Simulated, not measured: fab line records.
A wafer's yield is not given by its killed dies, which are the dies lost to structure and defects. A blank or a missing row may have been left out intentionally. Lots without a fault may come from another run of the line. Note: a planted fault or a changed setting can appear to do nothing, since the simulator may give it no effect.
Which tool did it? | flow n5_finfet | 9 lots with 27 wafers sampled at 6 steps, on a route of 1938 steps

== WHAT EACH GAUGE READ, for each wafer ==
N5_BEOL_M4_RC_MEAS_101. Usual: DIBL_N 36.3 mV/V, standard deviation 1.7; DIBL_P 36.3 mV/V, standard deviation 2.2; IOFF_N 0.16 nA/um, standard deviation 0.034; IOFF_P 0.21 nA/um, standard deviation 0.038; ION_N 673 uA/um, standard deviation 13; ION_P 461 uA/um, standard deviation 8.3; SS_N 71.5 mV/dec, standard deviation 0.55; SS_P 73.3 mV/dec, standard deviation 0.67; VT_N 250 mV, standard deviation 3.4; VT_P -251 mV, standard deviation 3.5.
lot  | measured     | on        | DIBL_N (mV/V)  | DIBL_P (mV/V)  | IOFF_N (nA/um) | IOFF_P (nA/um) | ION_N (uA/um) | ION_P (uA/um) | SS_N (mV/dec)  | SS_P (mV/dec)  | VT_N (mV)   | VT_P (mV)      | flag
L277 | day 8 19:18  | prober-02 | 33.0 35.9 35.8 | 31.4 35.7 35.9 | 0.10 0.15 0.14 | 0.14 0.19 0.20 | 658 667 672   | 456 461 464   | 71.1 71.4 71.2 | 71.6 73.1 73.4 | 256 253 252 | -255 -254 -253 |
L278 | day 9 01:31  | prober-01 | 37.5 35.6 39.1 | 39.8 37.9 42.1 | 0.24 0.21 0.29 | 0.25 0.21 0.29 | 685 682 690   | 460 458 464   | 72.3 71.8 73.6 | 73.0 72.4 74.3 | 243 245 239 | -250 -249 -245 |
L279 | day 9 13:10  | prober-01 | 34.6 39.0 37.8 | 33.7 39.7 38.0 | 0.13 0.23 0.19 | 0.17 0.27 0.25 | 665 695 684   | 451 472 464   | 71.7 72.1 71.8 | 72.1 73.6 74.3 | 253 245 248 | -254 -248 -248 |
L286 | day 11 02:34 | prober-02 | 39.9 36.0 35.6 | 40.9 37.5 36.3 | 0.24 0.17 0.16 | 0.29 0.23 0.21 | 703 685 681   | 474 474 461   | 72.0 71.5 71.8 | 73.6 73.0 72.6 | 242 248 247 | -246 -247 -250 |
L289 | day 12 02:27 | prober-01 | 38.7 38.9 36.7 | 38.5 40.0 36.8 | 0.21 0.22 0.17 | 0.23 0.26 0.20 | 690 701 681   | 466 469 461   | 72.0 71.7 71.6 | 74.1 74.2 74.4 | 246 245 247 | -253 -249 -254 |
L290 | day 11 15:26 | prober-02 | 34.9 35.7 33.0 | 35.9 35.8 32.4 | 0.14 0.15 0.10 | 0.17 0.17 0.13 | 665 678 660   | 454 457 447   | 70.8 70.9 71.0 | 73.4 72.5 71.2 | 251 251 257 | -255 -255 -258 |
L291 | day 12 04:41 | prober-02 | 37.7 36.5 36.4 | 36.8 34.2 34.9 | 0.17 0.15 0.14 | 0.17 0.15 0.15 | 680 668 674   | 453 450 454   | 71.8 71.5 70.8 | 73.3 73.3 72.7 | 248 253 250 | -259 -258 -259 |
L292 | day 12 18:25 | prober-01 | 40.0 38.8 34.9 | 38.9 37.3 32.8 | 0.20 0.17 0.11 | 0.23 0.22 0.15 | 678 676 665   | 457 460 459   | 72.0 71.3 71.3 | 73.2 72.8 72.4 | 246 250 256 | -253 -252 -259 |
L297 | day 13 08:58 | prober-02 | 36.2 38.1 38.4 | 35.5 37.5 38.9 | 0.14 0.18 0.20 | 0.17 0.20 0.23 | 662 671 693   | 453 455 465   | 71.2 71.8 71.8 | 73.1 73.8 74.1 | 253 248 248 | -256 -251 -253 |

== EACH LOT AND THE TOOL THAT RAN IT (in order: tool; ch and the chambers of the sampled wafers; start) ==
lot  | N5_DUMMY_GATE_ETCH_44           | N5_SPACER0_ALD_00                | N5_SPACER0_ALD_08                | N5_SD_EPI_N_COAT_33              | N5_SD_EPI_N_ETCH_34
L277 | rie_si-06 ch 0,1,2, day 3 18:00 | ald_sin-02 ch 0,2,3, day 3 18:41 | ald_sin-02 ch 0,2,3, day 3 18:56 | litho_track-01 ch 0, day 3 19:08 | rie_diel-03 ch 0,1,3, day 3 19:29
L278 | rie_si-01 ch 0,3, day 3 23:08   | ald_sin-01 ch 0,3, day 3 23:47   | ald_sin-01 ch 0,3, day 4 00:02   | litho_track-03 ch 0, day 4 00:14 | rie_diel-04 ch 0,2,3, day 4 00:45
L279 | rie_si-01 ch 0,1,2, day 4 06:10 | ald_sin-02 ch 0,2, day 4 07:28   | ald_sin-02 ch 0,2, day 4 07:43   | litho_track-04 ch 0, day 4 07:55 | rie_diel-03 ch 1,3, day 4 08:19
L286 | rie_si-01 ch 1,2,3, day 6 03:52 | ald_sin-04 ch 0,1, day 6 04:26   | ald_sin-04 ch 0,1, day 6 04:42   | litho_track-04 ch 0, day 6 04:53 | rie_diel-04 ch 1,2, day 6 05:23
L289 | rie_si-06 ch 0,2,3, day 6 18:24 | ald_sin-02 ch 1,2, day 6 19:02   | ald_sin-02 ch 1,2, day 6 19:17   | litho_track-04 ch 0, day 6 19:29 | rie_diel-03 ch 1,2, day 6 19:58
L290 | rie_si-06 ch 1,3, day 6 23:24   | ald_sin-01 ch 0,1,3, day 7 00:04 | ald_sin-01 ch 0,1,3, day 7 00:20 | litho_track-03 ch 0, day 7 00:31 | rie_diel-05 ch 0,1,3, day 7 01:26
L291 | rie_si-01 ch 0,2,3, day 7 06:55 | ald_sin-01 ch 1,2, day 7 07:31   | ald_sin-01 ch 1,2, day 7 07:47   | litho_track-04 ch 0, day 7 07:58 | rie_diel-03 ch 1,2,3, day 7 08:29
L292 | rie_si-01 ch 0,1,3, day 7 10:24 | ald_sin-02 ch 0,2,3, day 7 11:01 | ald_sin-02 ch 0,2,3, day 7 11:17 | litho_track-01 ch 0, day 7 11:28 | rie_diel-03 ch 0,2,3, day 7 11:50
L297 | rie_si-01 ch 1,2, day 8 15:41   | ald_sin-04 ch 0,1, day 8 16:47   | ald_sin-04 ch 0,1, day 8 17:03   | litho_track-01 ch 0, day 8 17:14 | rie_diel-03 ch 0,1,3, day 8 17:56
- N5_DUMMY_GATE_ETCH_44: etches poly-Si in HBr/O2, stops on SiO2, target depth 127.5 nm.
- N5_SPACER0_ALD_00: deposits SiOCN, target thk 3.5 nm, pulse time 3 s, purge time 2 s.
- N5_SPACER0_ALD_08: deposits SiNx, target thk 2 nm.
- N5_SD_EPI_N_COAT_33: time 60 s, resist thk 35 nm.
- N5_SD_EPI_N_ETCH_34: etches SiARC in CF4, target depth 45.5 nm, time 75.8 s.

== WHAT THE TOOLS THEMSELVES READ (means of the sampled wafers that have a number; where no wafer has one, the mark that the record gives instead) ==
N5_DUMMY_GATE_ETCH_44. Usual: drypump_motor_current_A 5.69 A, standard deviation 0.3; oes_product_au 0.727 a.u., standard deviation 0.014; throttle_valve_pct 18.45 %, standard deviation 0.24.
lot  | tool      | drypump_motor_current_A (A) | oes_product_au (a.u.) | throttle_valve_pct (%) | flag
L277 | rie_si-06 | 5.35                        | 0.735                 | 18.40                  |
L278 | rie_si-01 | 5.67                        | 0.731                 | 18.71                  |
L279 | rie_si-01 | 5.73                        | 0.725                 | 18.57                  |
L286 | rie_si-01 | 5.61                        | 0.715                 | 18.38                  |
L289 | rie_si-06 | 5.47                        | 0.732                 | 18.47                  |
L290 | rie_si-06 | 5.68                        | 0.731                 | 18.62                  |
L291 | rie_si-01 | 5.68                        | 0.733                 | 18.45                  |
L292 | rie_si-01 | 5.61                        | 0.719                 | 18.63                  |
L297 | rie_si-01 | 5.64                        | 0.714                 | 18.48                  |

N5_SPACER0_ALD_00. Usual: heater_power_w 860 W, standard deviation 60; precursor_pulse_height_rel 0.998, standard deviation 0.02.
lot  | tool       | heater_power_w (W) | precursor_pulse_height_rel | flag
L277 | ald_sin-02 | 889                | 1.018                      |
L278 | ald_sin-01 | 828                | 1.019                      |
L279 | ald_sin-02 | 861                | 0.995                      |
L286 | ald_sin-04 | 823                | 1.008                      |
L289 | ald_sin-02 | 904                | 0.984                      |
L290 | ald_sin-01 | 854                | 1.009                      |
L291 | ald_sin-01 | 842                | 1.010                      |
L292 | ald_sin-02 | 870                | 0.994                      |
L297 | ald_sin-04 | 871                | 1.007                      |

N5_SPACER0_ALD_08. Usual: heater_power_w at 860 W, with a standard deviation of 60.
lot  | tool       | heater_power_w (W) | flag
L277 | ald_sin-02 | 871                |
L278 | ald_sin-01 | 820                |
L279 | ald_sin-02 | 845                |
L286 | ald_sin-04 | 815                |
L289 | ald_sin-02 | 887                |
L290 | ald_sin-01 | 860                |
L291 | ald_sin-01 | 848                |
L292 | ald_sin-02 | 881                |
L297 | ald_sin-04 | 878                |

N5_SD_EPI_N_COAT_33. Usual: spin_speed_rpm at 1499.9 rpm, with a standard deviation of 1.1.
lot  | tool           | spin_speed_rpm (rpm) | flag
L277 | litho_track-01 | 1499.4               |
L278 | litho_track-03 | 1499.4               |
L279 | litho_track-04 | 1499.4               |
L286 | litho_track-04 | 1500.3               |
L289 | litho_track-04 | 1249.3               | OFF
L290 | litho_track-03 | 1501.1               |
L291 | litho_track-04 | 1248.9               | OFF
L292 | litho_track-01 | 1501.2               |
L297 | litho_track-01 | 1499.7               |

N5_SD_EPI_N_ETCH_34. Usual: drypump_motor_current_A 5.9 A, standard deviation 0.5; etch_rf_on_time_s 75.3 s, standard deviation 1.8; mfc_ar_sccm 99.95 sccm, standard deviation 0.28; oes_product_au 0.68 a.u., standard deviation 0.08; rf_vpp_V 183.9 V, standard deviation 1; showerhead_plenum_p_Torr 2.13 Torr, standard deviation 0.054; throttle_valve_pct 15.57 %, standard deviation 0.24.
lot  | tool        | drypump_motor_current_A (A) | etch_rf_on_time_s (s) | mfc_ar_sccm (sccm) | oes_product_au (a.u.) | rf_vpp_V (V) | showerhead_plenum_p_Torr (Torr) | throttle_valve_pct (%) | flag
L277 | rie_diel-03 | 5.7                         | 73.1                  | 100.00             | 0.70                  | 184.4        | 2.12                            | 15.57                  |
L278 | rie_diel-04 | 5.8                         | 76.5                  | 99.89              | 0.60                  | 183.9        | 2.12                            | 15.82                  |
L279 | rie_diel-03 | 5.5                         | 73.4                  | 100.04             | 0.64                  | 183.9        | 2.13                            | 15.64                  |
L286 | rie_diel-04 | 6.1                         | 76.6                  | 99.85              | 0.65                  | 183.6        | 2.11                            | 15.60                  |
L289 | rie_diel-03 | 6.1                         | 83.6                  | 100.20             | 0.69                  | 183.9        | 2.11                            | 15.46                  | OFF
L290 | rie_diel-05 | 5.6                         | 76.3                  | 99.96              | 0.73                  | 183.7        | 2.17                            | 15.45                  |
L291 | rie_diel-03 | 6.0                         | 81.5                  | 100.10             | 0.65                  | 184.0        | 2.11                            | 15.59                  | OFF
L292 | rie_diel-03 | 6.2                         | 74.2                  | 99.87              | 0.70                  | 184.0        | 2.10                            | 15.54                  |
L297 | rie_diel-03 | 5.8                         | 74.5                  | 100.04             | 0.65                  | 182.6        | 2.11                            | 15.66                  |

== THE ANSWER, worked out from the rows above alone ==
Rule: take the mean of a lot's wafers that have a number; if it is more than 3 standard deviations from the usual mean, the lot is off. Also off: a lot with no number at a reading for which 4 or more lots have one. Where the step has rows for the other lots, those lots are counted as sound. Order of review: gauges by route order, followed by the tools' own readings, for which a lot's mean as printed above is used. At the first step where some lot is off, the reading lying furthest off is the one used; lots without a number count as furthest.
Off: L289, L291 (N5_SD_EPI_N_COAT_33, spin_speed_rpm).
If a tool, at that step or one of the process steps before it, ran each lot that is off and ran no sound lot following the first of them, it fits. One fits: litho_track-04 at N5_SD_EPI_N_COAT_33. Its last sound lot is L286 (day 6 04:53), its first lot that is off L289 (day 6 19:29): a fault that began between those two fits.
On the lots that are off, the tool's own readings at N5_SD_EPI_N_COAT_33 differ by more than 5 times the standard deviation of the sound lots' means, which bears it out; spin_speed_rpm reads 1249.1 rpm there versus 1500.1 rpm on the sound lots.

== WHAT THE SIMULATOR PUT IN ==
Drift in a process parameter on litho_track-04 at N5_SD_EPI_N_COAT_33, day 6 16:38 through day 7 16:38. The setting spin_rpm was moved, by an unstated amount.
Shown lots that were struck: L289, L291. The same result came from the rule above.
